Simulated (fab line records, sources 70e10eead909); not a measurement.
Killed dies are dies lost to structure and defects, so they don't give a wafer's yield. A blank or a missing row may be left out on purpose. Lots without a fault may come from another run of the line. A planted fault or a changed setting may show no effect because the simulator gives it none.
Chamber matching | flow nand_harc | NHARC_A_STAIRCASE_DEP_301 on pecvd-04: 3 sister chambers
The step deposits SiON, target thk 30 nm. 6 wafers are shown with their chamber, then 7 later ones without.

WAFERS WITH THEIR CHAMBER
wafer  | chamber | heater_power_w (W) | susceptor_temp_C (C)
L081.3 | 0       | 782                | 400.33
L086.1 | 0       | 904                | 400.16
L086.3 | 2       | 688                | 399.95
L086.5 | 1       | 804                | 400.02
L090.2 | 2       | 645                | 400.38
L090.4 | 1       | 868                | 399.89

WAFERS WITHOUT THEIR CHAMBER
wafer  | heater_power_w (W) | susceptor_temp_C (C)
L090.6 | 893                | 399.76
L091.1 | 938                | 399.87
L091.2 | 628                | 400.06
L091.6 | 942                | 400.15
L095.1 | 816                | 399.74
L095.4 | 625                | 399.87
L095.6 | 815                | 399.97

WHICH CHAMBER EACH WENT THROUGH
wafer  | from the rows above     | in truth
L090.6 | can't be placed: 1 or 0 | 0
L091.1 | can't be placed: 1 or 0 | 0
L091.2 | 2                       | 2
L091.6 | can't be placed: 0 or 1 | 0
L095.1 | can't be placed: 1 or 0 | 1
L095.4 | can't be placed: 2 or 1 | 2
L095.6 | can't be placed: 1 or 0 | 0
Placed correctly: 1 of 7. Can't be placed from these rows: 6 (the true chamber is among the candidates in 6). Placed wrongly: 0.
How it was worked out, from the rows above alone: a wafer's distance from a chamber is the root of the sum, over the readings, of the square of ((its reading less the chamber's mean) divided by the reading's scatter). The wafer belongs to the nearest chamber; if the next one is less than 2 further off, it can't be placed. A chamber's mean is the mean of its shown wafers. The scatter: the root of (the sum of the squares of (reading less its chamber's mean) over the shown wafers, divided by (wafers less chambers)).
